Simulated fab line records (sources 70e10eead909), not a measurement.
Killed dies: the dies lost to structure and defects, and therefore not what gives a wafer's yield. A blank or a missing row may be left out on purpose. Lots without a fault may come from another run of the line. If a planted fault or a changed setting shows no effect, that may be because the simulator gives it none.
fab line records	flow nand-harc	part 1 of 2: steps 1 to 4 of 6
record: lots: 23	wafers: 69	last-day: 25
route steps=1159 shown A_CONTACT@948 A_M1@1036 A_BONDPAD@1075 THIN_TSV@1118
lots with no fault: from the same line, run without faults
start-h: the number of hours between the record's first day and the start of the first shown wafer of the lot	wait-h: hours since the lot's step before	" the same as in the row above	L1.1+2: several wafers, shown together as one row	- either no value or no given start	* or withheld: withheld	< > ~ a bound
route shown NAME@n: NAME is a module with steps in the file, n the number in the route of the first one	usual: the fault-free wafers' mean and standard deviation	same: alike in all rows	chamber/n: place in a boat	sites: each site's reading	_std_site: the standard deviation of these	_edge_site: inner sites' mean taken away from outer sites' mean	radius-mm: for every site, how far away it sits from the centre of the wafer	mask NAME#n: copy n	behind: the most recent tool/chamber to have shaped the wafer	hold: why the lot went on hold/how many hours it stayed there/how the hold came to an end	device: transistor that didn't switch, given as n, p or np	end of line: at the end of the route, the tests of the same wafers	for a step that has no rows: nothing shown but its recipe	killed: dies lost to structure and defects at the first sort, not the wafer's yield	map: the dies of a wafer, with x for killed, . for not killed, _ for no die there
set.NAME: the setting that was run; set.NAME@STEP: the one run at that earlier step	model.NAME: the simulator's own value behind a step, which no gauge read
a sample of lots followed through the steps of the route, with each step as a table and each wafer as a row
services: the hour from which a tool's chamber was out of use, counted from the record's first day as start-h (under 0 if before that day), plus the number of hours and why
== steps ==
step: NHARC_A_CONTACT_ETCH_139
recipe: source-w: withheld	pressure-mtorr: 20	bias-v: 400	time-s: 137	target-depth-a: 5900	ar-flow-sccm: withheld	c4f8-flow-sccm: 11.5	o2-flow-sccm: 7.2	chemistry: C4F8/O2/Ar
usual: chamber-pressure-mTorr: 20.001/0.018
lot.wafer	tool	chamber	start-h	wait-h	chamber-pressure-mTorr	rf-hours-counter-h
L075.1	har-cap-etch-02	1	387.80	0.1	20.000	15
L075.2	"	0	"	"	19.991	15
L075.3	"	1	"	"	19.977	-
L074.1	har-cap-etch-03	1	388.99	0.1	19.977	87
L074.5	"	1	"	"	19.987	-
L074.6	"	0	"	"	20.014	-
L077.2	har-cap-etch-03	1	393.61	0.1	20.022	88
L077.1	"	0	"	"	20.014	88
L077.6	"	1	"	"	20.004	-
L076.1	har-cap-etch-02	0	397.00	0.1	20.001	17
L076.3	"	1	"	"	20.003	-
L076.5	"	0	"	"	20.014	-
L079.2	har-cap-etch-01	1	399.20	0.1	20.013	58
L079.3	"	0	"	"	20.020	-
L079.6	"	1	"	"	20.010	-
L078.4	har-cap-etch-03	0	418.59	0.1	20.008	-
L078.3	"	1	"	"	20.040	-
L078.6	"	0	"	"	20.024	-
L081.4	har-cap-etch-03	1	430.46	0.1	20.038	-
L081.3	"	0	"	"	19.990	-
L081.6	"	1	"	"	19.976	-
L080.2	har-cap-etch-03	1	437.14	0.1	20.011	93
L080.3	"	1	"	"	19.994	-
L080.4	"	0	"	"	20.010	-
L083.1	har-cap-etch-01	1	439.58	0.1	19.999	64
L083.2	"	0	"	"	20.021	64
L083.5	"	1	"	"	20.000	-
L084.1	har-cap-etch-03	0	441.75	0.1	20.012	94
L084.6	"	1	"	"	20.016	-
L084.5	"	0	"	"	20.006	-
L082.2	har-cap-etch-02	0	443.57	0.2	20.041	24
L082.1	"	1	"	"	19.994	24
L082.5	"	1	"	"	19.970	-
L086.1	har-cap-etch-01	1	475.15	0.1	19.981	69
L086.3	"	0	"	"	19.988	-
L086.5	"	1	"	"	20.036	-
L087.1	har-cap-etch-03	1	475.63	0.1	19.989	99
L087.2	"	0	"	"	19.976	99
L087.3	"	0	"	"	20.016	-
L088.1	har-cap-etch-03	0	478.42	0.1	19.973	99
L088.2	"	1	"	"	19.990	99
L088.4	"	0	"	"	19.986	-
L090.1	har-cap-etch-01	1	493.75	0.1	19.999	72
L090.3	"	0	"	"	20.038	-
L090.5	"	1	"	"	20.000	-
L091.4	har-cap-etch-02	1	494.88	0.1	19.999	-
L091.5	"	1	"	"	20.037	-
L091.6	"	0	"	"	20.020	-
L089.3	har-cap-etch-01	1	496.47	0.1	19.997	-
L089.6	"	1	"	"	20.017	-
L089.5	"	0	"	"	19.968	-
L092.1	har-cap-etch-01	1	502.19	0.1	19.953	73
L092.3	"	1	"	"	19.999	-
L092.4	"	0	"	"	19.967	-
L094.1	har-cap-etch-03	0	511.15	0.1	20.007	107
L094.3	"	1	"	"	20.017	-
L094.6	"	1	"	"	20.014	-
L093.1	har-cap-etch-01	0	513.52	0.1	20.033	75
L093.3	"	0	"	"	19.997	-
L093.4	"	1	"	"	19.986	-
L095.3	har-cap-etch-01	0	523.43	0.2	19.998	-
L095.6	"	1	"	"	19.992	-
L095.5	"	0	"	"	19.985	-
L096.2	har-cap-etch-02	1	524.03	0.1	20.000	39
L096.1	"	0	"	"	19.994	39
L096.3	"	1	"	"	19.991	-
L097.1	har-cap-etch-03	0	536.40	0.2	20.022	111
L097.3	"	1	"	"	19.974	-
L097.4	"	0	"	"	20.005	-
step: NHARC_A_M1_CD_MEAS_09
recipe: target-cd-nm: 120	landing-energy-ev: 500
usual: cd-nm: 119.8/0.78
lot.wafer	tool	chamber	start-h	wait-h	cd-nm
L075.1	cd-sem-03	0	400.76	-	119.4
L075.2	"	0	"	"	119.5
L075.3	"	0	"	"	119.2
L074.1	cd-sem-01	0	404.72	-	119.7
L074.5	"	0	"	"	119.3
L074.6	"	0	"	"	119.3
L077.1	cd-sem-01	0	408.16	-	120.8
L077.2	"	0	"	"	120.1
L077.6	"	0	"	"	119.9
L076.1	cd-sem-02	0	409.42	-	119.5
L076.3	"	0	"	"	120.0
L076.5	"	0	"	"	118.3
L079.2	cd-sem-02	0	411.64	-	120.8
L079.3	"	0	"	"	120.4
L079.6	"	0	"	"	119.9
L078.3	cd-sem-02	0	435.25	-	119.3
L078.4	"	0	"	"	119.2
L078.6	"	0	"	"	120.3
L081.3	cd-sem-02	0	442.55	-	120.4
L081.4	"	0	"	"	120.0
L081.6	"	0	"	"	120.0
L080.2	cd-sem-03	0	459.71	-	118.8
L080.3	"	0	"	"	119.5
L080.4	"	0	"	"	119.1
L083.1	cd-sem-03	0	462.40	-	118.9
L083.2	"	0	"	"	119.5
L083.5	"	0	"	"	119.8
L084.1	cd-sem-01	0	466.41	-	119.1
L084.5	"	0	"	"	120.4
L084.6	"	0	"	"	118.4
L082.1	cd-sem-02	0	467.23	-	119.9
L082.2	"	0	"	"	120.7
L082.5	"	0	"	"	120.4
L086.1	cd-sem-02	0	503.77	-	119.4
L086.3	"	0	"	"	120.1
L086.5	"	0	"	"	118.4
L087.1	cd-sem-02	0	504.28	-	120.0
L087.2	"	0	"	"	120.1
L087.3	"	0	"	"	119.3
L088.1	cd-sem-03	0	509.65	-	120.7
L088.2	"	0	"	"	120.6
L088.4	"	0	"	"	119.7
L091.4	cd-sem-03	0	521.12	-	119.5
L091.5	"	0	"	"	118.0
L091.6	"	0	"	"	119.0
L090.1	cd-sem-01	0	521.95	-	120.5
L090.3	"	0	"	"	120.9
L090.5	"	0	"	"	120.2
L089.3	cd-sem-02	0	522.70	-	119.0
L089.5	"	0	"	"	120.0
L089.6	"	0	"	"	118.7
L092.1	cd-sem-02	0	529.80	-	120.2
L092.3	"	0	"	"	118.3
L092.4	"	0	"	"	119.3
L094.1	cd-sem-02	0	529.94	-	120.8
L094.3	"	0	"	"	119.7
L094.6	"	0	"	"	118.6
L093.1	cd-sem-03	0	532.95	-	119.1
L093.3	"	0	"	"	121.1
L093.4	"	0	"	"	120.5
L096.1	cd-sem-01	0	540.23	-	119.4
L096.2	"	0	"	"	120.7
L096.3	"	0	"	"	120.5
L095.3	cd-sem-02	0	540.85	-	120.3
L095.5	"	0	"	"	119.8
L095.6	"	0	"	"	119.5
L097.1	cd-sem-03	0	556.60	-	119.6
L097.3	"	0	"	"	120.4
L097.4	"	0	"	"	120.7
step: NHARC_A_M1_STRIP_18
recipe: power-w: 1000	n2-flow-sccm: 150	h2-flow-sccm: 150	ar-flow-sccm: 0	bias-w: 0	chemistry: N2/H2
usual: chamber-pressure-mTorr: 29.996/0.028	drypump-motor-current-A: 5.6/0.48	oes-product-au: 1.000/0.012	rf-vpp-V: 90.8/0.95	showerhead-plenum-p-Torr: 2.07/0.082	throttle-valve-pct: 14.171/0.0095
lot.wafer	tool	chamber	start-h	wait-h	chamber-pressure-mTorr	drypump-motor-current-A	oes-product-au	rf-hours-counter-h	rf-vpp-V	showerhead-plenum-p-Torr	throttle-valve-pct
L075.3	rie-diel-12	1	401.43	0.1	29.987	5.2	1.017	0	92.4	2.14	14.158
L075.1	"	2	"	"	30.008	4.7	1.016	0	91.4	2.02	14.182
L075.2	"	3	"	"	29.977	6.2	0.987	0	92.3	2.21	14.175
L074.1	rie-diel-09	3	405.31	0.1	29.918	6.0	0.994	12	89.2	2.03	14.164
L074.5	"	2	"	"	30.020	5.1	0.988	-	90.7	2.07	14.170
L074.6	"	3	"	"	30.022	6.0	0.985	-	92.1	2.03	14.178
L077.2	rie-diel-09	1	408.73	0.1	30.015	6.3	0.996	11	90.8	2.02	14.164
L077.1	"	2	"	"	30.014	5.1	0.979	12	89.6	2.07	14.175
L077.6	"	1	"	"	29.995	6.4	1.003	-	89.3	2.02	14.179
L076.1	rie-diel-08	3	409.99	0.1	30.044	5.7	1.001	7	89.8	2.05	14.187
L076.3	"	0	"	"	29.976	5.8	0.993	7	90.2	2.05	14.173
L076.5	"	0	"	"	29.998	5.8	0.988	-	90.8	2.05	14.174
L079.3	rie-diel-08	2	412.24	0.1	30.003	5.7	1.006	7	90.4	1.95	14.171
L079.2	"	3	"	"	29.973	5.7	0.984	7	91.4	2.05	14.166
L079.6	"	2	"	"	30.006	5.7	1.008	-	90.3	1.95	14.174
L078.4	rie-diel-08	1	435.86	0.1	29.978	5.7	1.017	7	88.5	1.92	14.166
L078.3	"	3	"	"	30.000	5.7	0.992	7	91.1	2.05	14.173
L078.6	"	0	"	"	30.003	5.8	0.992	-	91.1	2.05	14.158
L081.4	rie-diel-08	0	443.11	0.1	29.981	5.8	0.989	9	89.7	2.05	14.176
L081.3	"	2	"	"	29.999	5.7	0.990	8	89.6	1.95	14.172
L081.6	"	0	"	"	29.989	5.8	0.997	-	91.1	2.05	14.166
L080.3	rie-diel-09	3	460.27	0.1	29.974	6.1	1.024	2	90.9	2.03	14.177
L080.4	"	1	"	"	30.000	6.3	0.982	2	91.3	2.02	14.174
L080.2	"	2	"	"	29.975	5.1	0.983	2	91.1	2.06	14.173
L083.2	rie-diel-12	1	462.99	0.1	29.987	5.3	1.028	2	89.4	2.14	14.174
L083.1	"	2	"	"	30.012	4.7	1.008	2	89.4	2.02	14.191
L083.5	"	1	"	"	30.013	5.2	1.028	-	91.9	2.14	14.180
L084.1	rie-diel-09	1	467.07	0.2	30.041	6.3	0.984	2	91.8	2.02	14.156
L084.5	"	2	"	"	29.998	5.1	0.997	-	92.3	2.06	14.170
L084.6	"	3	"	"	29.995	6.1	1.022	-	90.8	2.03	14.176
L082.1	rie-diel-08	2	467.82	0.1	29.981	5.7	0.988	11	90.3	1.95	14.170
L082.2	"	3	"	"	30.011	5.7	0.991	11	90.9	2.05	14.173
L082.5	"	2	"	"	30.002	5.7	0.986	-	88.5	1.95	14.179
L086.1	rie-diel-08	0	504.38	0.1	30.015	5.8	0.994	1	90.6	2.05	14.180
L086.3	"	3	"	"	30.008	5.7	0.989	1	90.5	2.05	14.164
L086.5	"	1	"	"	29.979	5.8	0.988	-	89.5	1.92	14.182
L087.3	rie-diel-12	3	504.89	0.1	30.063	6.2	0.992	3	92.3	2.21	14.169
L087.1	"	0	"	"	30.003	5.1	1.023	3	91.6	2.11	14.185
L087.2	"	2	"	"	30.018	4.7	1.016	3	91.8	2.02	14.155
L088.4	rie-diel-12	0	510.28	0.1	29.971	5.1	1.008	3	90.7	2.11	14.171
L088.2	"	1	"	"	30.014	5.2	1.015	3	91.5	2.14	14.170
L088.1	"	2	"	"	30.022	4.7	1.011	3	90.6	2.02	14.176
L091.4	rie-diel-09	2	521.78	0.2	29.996	5.1	0.987	-	89.9	2.06	14.156
L091.6	"	3	"	"	30.014	6.0	1.008	-	92.7	2.03	14.172
L091.5	"	0	"	"	30.002	5.3	1.002	-	90.8	2.17	14.165
L090.3	rie-diel-12	3	522.57	0.1	30.004	6.2	0.986	3	91.6	2.21	14.180
L090.1	"	0	"	"	29.972	5.1	1.011	3	91.8	2.11	14.159
L090.5	"	0	"	"	30.011	5.1	1.021	-	91.4	2.11	14.181
L089.3	rie-diel-12	1	523.33	0.1	30.017	5.2	1.003	3	90.7	2.14	14.170
L089.5	"	2	"	"	30.002	4.7	1.013	-	90.6	2.02	14.177
L089.6	"	3	"	"	30.028	6.2	0.988	-	90.8	2.21	14.161
L092.4	rie-diel-08	2	530.37	0.1	30.033	5.7	0.995	1	89.6	1.95	14.167
L092.3	"	0	"	"	30.006	5.8	1.005	2	90.6	2.05	14.172
L092.1	"	1	"	"	30.010	5.8	1.005	1	90.5	1.92	14.163
L094.3	rie-diel-09	3	530.51	0.1	29.993	6.1	0.991	8	90.4	2.03	14.173
L094.1	"	0	"	"	30.000	5.3	0.999	8	91.6	2.17	14.168
L094.6	"	2	"	"	29.968	5.1	1.000	-	90.0	2.06	14.158
L093.3	rie-diel-12	0	533.52	0.1	30.014	5.0	1.009	3	91.3	2.11	14.173
L093.4	"	2	"	"	30.024	4.7	1.009	3	90.9	2.02	14.157
L093.1	"	3	"	"	30.025	6.2	0.988	3	92.3	2.21	14.174
L096.2	rie-diel-09	3	540.82	0.1	29.933	6.0	1.011	8	90.6	2.03	14.185
L096.1	"	0	"	"	29.982	5.3	0.997	9	91.8	2.17	14.156
L096.3	"	1	"	"	29.977	6.4	0.986	5	90.4	2.02	14.175
L095.3	rie-diel-12	3	541.44	0.1	30.023	6.2	0.994	4	91.0	2.21	14.183
L095.6	"	2	"	"	30.008	4.7	1.004	-	88.1	2.02	14.180
L095.5	"	3	"	"	29.950	6.2	0.991	-	91.8	2.21	14.176
L097.1	rie-diel-09	1	557.18	0.1	29.996	6.3	0.975	6	90.7	2.02	14.175
L097.3	"	2	"	"	29.976	5.1	0.998	10	90.2	2.06	14.173
L097.4	"	0	"	"	29.947	5.3	0.990	11	90.4	2.17	14.144
step: NHARC_A_BONDPAD_DESCUM_11
recipe: time-s: 3	o2-flow-sccm: 200	ar-flow-sccm: 0	bias-power-w: 0	chemistry: O2
usual: chamber-pressure-mTorr: 60.01/0.061	drypump-motor-current-A: 5.8/0.66	oes-product-au: 0.998/0.012	rf-vpp-V: 57.7/0.84	showerhead-plenum-p-Torr: 1.88/0.066	throttle-valve-pct: 11.311/0.0084
lot.wafer	tool	chamber	start-h	wait-h	chamber-pressure-mTorr	drypump-motor-current-A	oes-product-au	rf-hours-counter-h	rf-vpp-V	showerhead-plenum-p-Torr	throttle-valve-pct
L075.3	rie-diel-03	0	405.75	-	60.04	4.8	1.002	0	57.3	1.79	11.312
L075.1	"	1	"	"	59.94	5.4	1.003	0	58.9	1.91	11.295
L075.2	"	2	"	"	59.97	6.0	1.014	0	59.2	1.91	11.320
L074.1	rie-diel-03	2	409.61	-	59.86	6.0	1.009	0	56.7	1.91	11.310
L074.5	"	2	"	"	60.07	6.0	1.002	-	57.3	1.91	11.315
L074.6	"	3	"	"	59.99	6.8	0.999	-	57.4	1.84	11.315
L077.1	rie-diel-03	2	413.06	-	59.86	6.0	1.000	0	57.8	1.91	11.311
L077.2	"	3	"	"	60.10	6.8	0.989	0	58.1	1.84	11.313
L077.6	"	1	"	"	59.94	5.4	1.007	-	57.8	1.91	11.324
L076.3	rie-diel-13	2	414.37	-	60.03	5.9	1.014	30	57.6	1.89	11.307
L076.1	"	3	"	"	59.92	5.8	1.008	30	58.9	1.93	11.304
L076.5	"	2	"	"	59.91	5.9	1.031	-	58.6	1.89	11.316
L079.2	rie-diel-03	3	416.70	-	59.88	6.9	0.995	1	57.2	1.84	11.312
L079.3	"	1	"	"	60.03	5.4	1.008	0	59.2	1.91	11.293
L079.6	"	2	"	"	59.99	5.9	0.997	-	57.5	1.91	11.296
L078.4	rie-diel-03	3	440.23	-	60.06	6.9	0.993	2	56.1	1.83	11.313
L078.3	"	0	"	"	59.87	4.8	0.981	1	57.5	1.79	11.310
L078.6	"	3	"	"	60.01	6.8	0.986	-	57.7	1.83	11.304
L081.4	rie-diel-03	0	447.52	-	59.97	4.8	0.979	1	57.2	1.79	11.312
L081.3	"	1	"	"	59.90	5.4	1.018	2	58.2	1.91	11.322
L081.6	"	1	"	"	60.07	5.4	1.020	-	57.8	1.91	11.316
L080.4	rie-diel-13	0	464.62	-	60.07	5.7	0.992	1	58.1	2.08	11.330
L080.3	"	2	"	"	60.11	5.9	1.006	1	56.9	1.89	11.309
L080.2	"	3	"	"	60.06	5.9	1.018	1	57.0	1.93	11.306
L083.1	rie-diel-03	3	467.39	-	60.03	6.8	0.985	2	58.4	1.83	11.292
L083.2	"	2	"	"	60.16	6.0	0.990	2	58.5	1.91	11.316
L083.5	"	3	"	"	60.02	6.8	0.978	-	56.2	1.83	11.301
L084.1	rie-diel-13	2	471.23	-	60.11	5.9	1.001	3	56.6	1.89	11.302
L084.5	"	2	"	"	60.03	5.9	0.995	-	58.5	1.89	11.318
L084.6	"	3	"	"	60.03	5.8	1.016	-	58.7	1.93	11.308
L082.2	rie-diel-03	1	472.58	-	59.92	5.4	1.009	2	58.4	1.91	11.310
L082.1	"	2	"	"	59.91	6.0	0.994	3	58.1	1.91	11.321
L082.5	"	0	"	"	60.08	4.8	0.995	-	57.4	1.79	11.313
L086.1	rie-diel-03	1	508.84	-	60.06	5.4	1.013	3	57.2	1.91	11.319
L086.3	"	3	"	"	60.01	6.8	0.989	4	57.0	1.83	11.306
L086.5	"	1	"	"	60.09	5.4	1.020	-	56.3	1.91	11.313
L087.2	rie-diel-03	1	509.23	-	60.05	5.5	1.013	3	58.4	1.91	11.297
L087.3	"	3	"	"	60.07	6.9	0.993	4	58.3	1.83	11.323
L087.1	"	0	"	"	60.02	4.8	0.979	3	58.1	1.79	11.318
L088.2	rie-diel-03	2	515.00	-	60.11	6.0	1.007	4	58.6	1.91	11.306
L088.4	"	0	"	"	60.02	4.8	0.994	3	57.7	1.79	11.321
L088.1	"	1	"	"	60.00	5.4	1.021	4	57.5	1.91	11.308
L091.4	rie-diel-03	2	526.30	-	59.95	6.0	1.007	4	58.6	1.91	11.316
L091.6	"	3	"	"	60.00	6.9	0.989	-	57.1	1.83	11.313
L091.5	"	0	"	"	59.95	4.8	0.994	-	57.9	1.79	11.318
L090.1	rie-diel-13	1	527.10	-	60.03	5.5	1.006	16	59.3	1.99	11.303
L090.3	"	0	"	"	60.10	5.7	1.004	15	56.9	2.07	11.323
L090.5	"	2	"	"	59.94	5.8	1.008	-	57.5	1.88	11.306
L089.3	rie-diel-03	0	528.08	-	59.93	4.8	0.983	4	57.4	1.79	11.316
L089.6	"	3	"	"	60.01	6.9	0.976	-	56.5	1.83	11.326
L089.5	"	0	"	"	60.03	4.8	0.988	-	57.7	1.79	11.301
L092.4	rie-diel-03	2	534.76	-	60.02	6.0	1.006	5	58.9	1.91	11.309
L092.3	"	3	"	"	59.97	6.9	0.976	5	58.4	1.83	11.315
L092.1	"	0	"	"	60.07	4.8	0.989	4	58.3	1.79	11.307
L094.1	rie-diel-13	3	534.97	-	59.98	5.8	1.011	17	58.3	1.92	11.319
L094.3	"	0	"	"	60.02	5.7	0.997	16	58.9	2.07	11.319
L094.6	"	3	"	"	59.98	5.8	1.007	-	59.1	1.92	11.306
L093.3	rie-diel-06	0	538.21	-	59.92	5.6	0.986	46	57.1	1.88	11.308
L093.4	"	1	"	"	59.98	5.1	1.008	43	56.9	1.86	11.314
L093.1	"	3	"	"	59.94	6.4	0.985	47	57.6	1.85	11.311
L096.3	rie-diel-03	3	545.06	-	59.97	6.9	0.973	5	56.8	1.83	11.310
L096.1	"	1	"	"	60.00	5.4	0.997	5	58.5	1.91	11.312
L096.2	"	2	"	"	59.96	6.0	0.992	5	57.7	1.91	11.330
L095.3	rie-diel-03	0	545.75	-	60.02	4.8	1.001	5	58.3	1.79	11.302
L095.5	"	2	"	"	59.94	6.0	0.996	-	58.4	1.91	11.318
L095.6	"	3	"	"	59.98	6.8	0.992	-	58.3	1.83	11.309
L097.1	rie-diel-06	1	561.42	-	60.03	5.1	1.003	49	57.9	1.86	11.307
L097.4	"	2	"	"	59.99	5.9	0.997	50	57.6	1.86	11.313
L097.3	"	3	"	"	60.04	6.4	0.974	53	57.5	1.85	11.314
